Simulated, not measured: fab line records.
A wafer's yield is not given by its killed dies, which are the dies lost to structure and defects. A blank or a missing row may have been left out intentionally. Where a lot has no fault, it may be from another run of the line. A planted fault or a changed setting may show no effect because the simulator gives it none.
The tool behind it: which one? + flow n5-finfet + 39 wafers from 13 lots sampled at 4 of the route's 1938 steps

## WHAT THE GAUGES SHOWED, per wafer
N5_ZERO_LAYER_CD_MEAS_11: target cd 2000 nm. Usual: cd-nm at 2000.9 nm, with a standard deviation of 2.5.
| lot  | measured    | on        | cd-nm (nm)           | flag |
|------|-------------|-----------|----------------------|------|
| L876 | day 1 12:46 | cd-sem-01 | 1997.5 1999.8 2002.6 |      |
| L877 | day 1 18:39 | cd-sem-03 | 2003.2 2006.2 2004.2 |      |
| L878 | day 2 00:46 | cd-sem-01 | 1999.2 2000.0 2003.2 |      |
| L879 | day 2 06:46 | cd-sem-02 | 2001.6 2004.1 1996.2 |      |
| L881 | day 2 18:46 | cd-sem-01 | 1998.7 2001.5 2001.0 |      |
| L883 | day 3 06:46 | cd-sem-02 | 2001.1 2001.5 1999.1 |      |
| L884 | day 3 12:40 | cd-sem-01 | 2000.9 2000.7 2004.3 |      |
| L885 | day 3 18:48 | cd-sem-03 | 1998.2 2000.8 2000.4 |      |
| L889 | day 4 18:38 | cd-sem-02 | 1999.0 1995.2 1997.3 |      |
| L890 | day 5 00:48 | cd-sem-01 | 1995.2 2001.5 2002.6 |      |
| L891 | day 5 06:40 | cd-sem-01 | 1998.4 2004.7 2004.4 |      |
| L896 | day 6 12:51 | cd-sem-03 | 1996.5 2001.6 2003.6 |      |
| L898 | day 7 00:38 | cd-sem-03 | 1997.7 1999.8 1997.1 |      |

N5_WELL_APT_CD_MEAS_25: target cd 200 nm. Usual: cd-nm at 200.9 nm, with a standard deviation of 2.9.
| lot  | measured    | on        | cd-nm (nm)        | flag |
|------|-------------|-----------|-------------------|------|
| L876 | day 1 15:04 | cd-sem-02 | 203.1 198.3 203.3 |      |
| L877 | day 1 21:02 | cd-sem-01 | 197.6 200.3 197.4 |      |
| L878 | day 2 03:25 | cd-sem-01 | 200.0 195.8 197.6 |      |
| L879 | day 2 08:56 | cd-sem-03 | 203.1 202.3 202.8 |      |
| L881 | day 2 23:24 | cd-sem-03 | 202.5 201.9 198.9 |      |
| L883 | day 3 09:44 | cd-sem-03 | 201.3 201.2 199.0 |      |
| L884 | day 3 15:13 | cd-sem-03 | 200.9 201.3 201.2 |      |
| L885 | day 3 21:58 | cd-sem-03 | 198.5 194.4 198.6 |      |
| L889 | day 4 20:50 | cd-sem-03 | 203.6 204.6 203.0 |      |
| L890 | day 5 02:50 | cd-sem-02 | 197.4 197.1 203.1 |      |
| L891 | day 5 08:49 | cd-sem-02 | 201.4 201.1 199.8 |      |
| L896 | day 6 15:24 | cd-sem-01 | 201.4 199.7 204.0 |      |
| L898 | day 7 03:38 | cd-sem-03 | 205.0 205.6 202.9 |      |

## EACH LOT AND THE TOOL THAT RAN IT (in order: tool; ch and the chambers of the sampled wafers; start)
| lot  | N5_ZERO_LAYER_PECVD_02         | N5_WELL_APT_IMPLANT_14         |
|------|--------------------------------|--------------------------------|
| L876 | pecvd-03 ch 0,1,2, day 1 12:17 | implanter-01 ch 0, day 1 14:01 |
| L877 | pecvd-04 ch 0,1, day 1 18:17   | implanter-01 ch 0, day 1 20:04 |
| L878 | pecvd-01 ch 0,1, day 2 00:17   | implanter-02 ch 0, day 2 02:31 |
| L879 | pecvd-01 ch 0,1,2, day 2 06:17 | implanter-01 ch 0, day 2 08:02 |
| L881 | pecvd-04 ch 0,2, day 2 18:17   | implanter-01 ch 0, day 2 22:28 |
| L883 | pecvd-03 ch 0,1,2, day 3 06:17 | implanter-01 ch 0, day 3 08:43 |
| L884 | pecvd-03 ch 1,2, day 3 12:17   | implanter-02 ch 0, day 3 14:09 |
| L885 | pecvd-03 ch 1,2, day 3 18:17   | implanter-02 ch 0, day 3 21:04 |
| L889 | pecvd-01 ch 0,1,2, day 4 18:17 | implanter-02 ch 0, day 4 19:57 |
| L890 | pecvd-03 ch 1,2, day 5 00:19   | implanter-02 ch 0, day 5 01:54 |
| L891 | pecvd-04 ch 0,2, day 5 06:17   | implanter-02 ch 0, day 5 07:47 |
| L896 | pecvd-04 ch 1,2, day 6 12:28   | implanter-01 ch 0, day 6 14:28 |
| L898 | pecvd-04 ch 0,1,2, day 7 00:17 | implanter-01 ch 0, day 7 02:35 |
- N5_ZERO_LAYER_PECVD_02: deposits SiO2 from SiH4/N2O, target thk 10 nm, time 6 s.
- N5_WELL_APT_IMPLANT_14

## AS READ BY THE TOOLS THEMSELVES (means over the sampled wafers that have a number; for cases with no such wafer, the mark the record gives instead)
N5_ZERO_LAYER_PECVD_02. Usual: heater-power-w 741 W, standard deviation 58; rf-fwd-power-W 272.5 W, standard deviation 1.3; showerhead-plenum-p-Torr 8.18 Torr, standard deviation 0.12.
| lot  | tool     | heater-power-w (W) | rf-fwd-power-W (W) | showerhead-plenum-p-Torr (Torr) | flag |
|------|----------|--------------------|--------------------|---------------------------------|------|
| L876 | pecvd-03 | 762                | 271.0              | 8.23                            |      |
| L877 | pecvd-04 | 720                | 273.9              | 8.06                            |      |
| L878 | pecvd-01 | 825                | 271.4              | 8.03                            |      |
| L879 | pecvd-01 | 824                | 271.6              | 8.14                            |      |
| L881 | pecvd-04 | 726                | 273.6              | 8.14                            |      |
| L883 | pecvd-03 | 769                | 271.4              | 8.24                            |      |
| L884 | pecvd-03 | 690                | 271.1              | 8.26                            |      |
| L885 | pecvd-03 | 735                | 271.8              | 8.25                            |      |
| L889 | pecvd-01 | 794                | 272.1              | 8.14                            |      |
| L890 | pecvd-03 | 727                | 270.1              | 8.25                            |      |
| L891 | pecvd-04 | 722                | 272.7              | 8.14                            |      |
| L896 | pecvd-04 | 701                | 273.2              | 8.25                            |      |
| L898 | pecvd-04 | 729                | 274.1              | 8.16                            |      |

N5_WELL_APT_IMPLANT_14. Usual: dose-ions-cm2 1.4997e+13, standard deviation 1.4e+10; faraday-current-uA 190, standard deviation 3.8.
| lot  | tool         | dose-ions-cm2 | faraday-current-uA | flag |
|------|--------------|---------------|--------------------|------|
| L876 | implanter-01 | 1.4979e+13    | 189                |      |
| L877 | implanter-01 | 1.5006e+13    | 190                |      |
| L878 | implanter-02 | 1.5010e+13    | 190                |      |
| L879 | implanter-01 | 1.4986e+13    | 190                |      |
| L881 | implanter-01 | 1.5009e+13    | 193                |      |
| L883 | implanter-01 | 1.5005e+13    | 189                |      |
| L884 | implanter-02 | 1.4975e+13    | 191                |      |
| L885 | implanter-02 | 1.4989e+13    | 190                |      |
| L889 | implanter-02 | 1.3417e+13    | 173                | OFF  |
| L890 | implanter-02 | 1.3422e+13    | 172                | OFF  |
| L891 | implanter-02 | 1.3433e+13    | 168                | OFF  |
| L896 | implanter-01 | 1.4989e+13    | 190                |      |
| L898 | implanter-01 | 1.5014e+13    | 190                |      |

## THE ANSWER, worked out from the rows above alone
Rule: a lot counts as off when the mean over its wafers that have a number is more than 3 standard deviations away from the usual mean. Also off: a lot with no number at a reading for which 4 or more lots have one. The other lots that the step has rows for count as sound. After the gauges, taken in route order, come the tools' own readings; for these a lot's mean is taken, as printed above. At the first step where some lot is off, the reading lying furthest off is the one used; lots without a number count as furthest.
Off: L889, L890, L891 (N5_WELL_APT_IMPLANT_14, dose-ions-cm2).
A tool fits if, at that step or a process step before it, it ran every lot that is off, and no sound lot after the first of them. One fits: N5_WELL_APT_IMPLANT_14 on implanter-02. A fault onset in the window from L885 (day 3 21:04, its last sound lot) to L889 (day 4 19:57, its first lot off) fits.
The tool's own readings at N5_WELL_APT_IMPLANT_14 bear it out: on the lots that are off they differ by more than 5 times the standard deviation of the sound lots' means. dose-ions-cm2 reads 1.3424e+13 there against 1.4996e+13 on the sound lots; faraday-current-uA reads 171 there against 190 on the sound lots.

## WHAT THE SIMULATOR PUT IN
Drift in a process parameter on implanter-02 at N5_WELL_APT_IMPLANT_14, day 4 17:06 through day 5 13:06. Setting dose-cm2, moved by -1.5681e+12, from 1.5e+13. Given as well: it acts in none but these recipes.
Lots struck among those shown: L889, L890, L891. Same finding as the rule above.
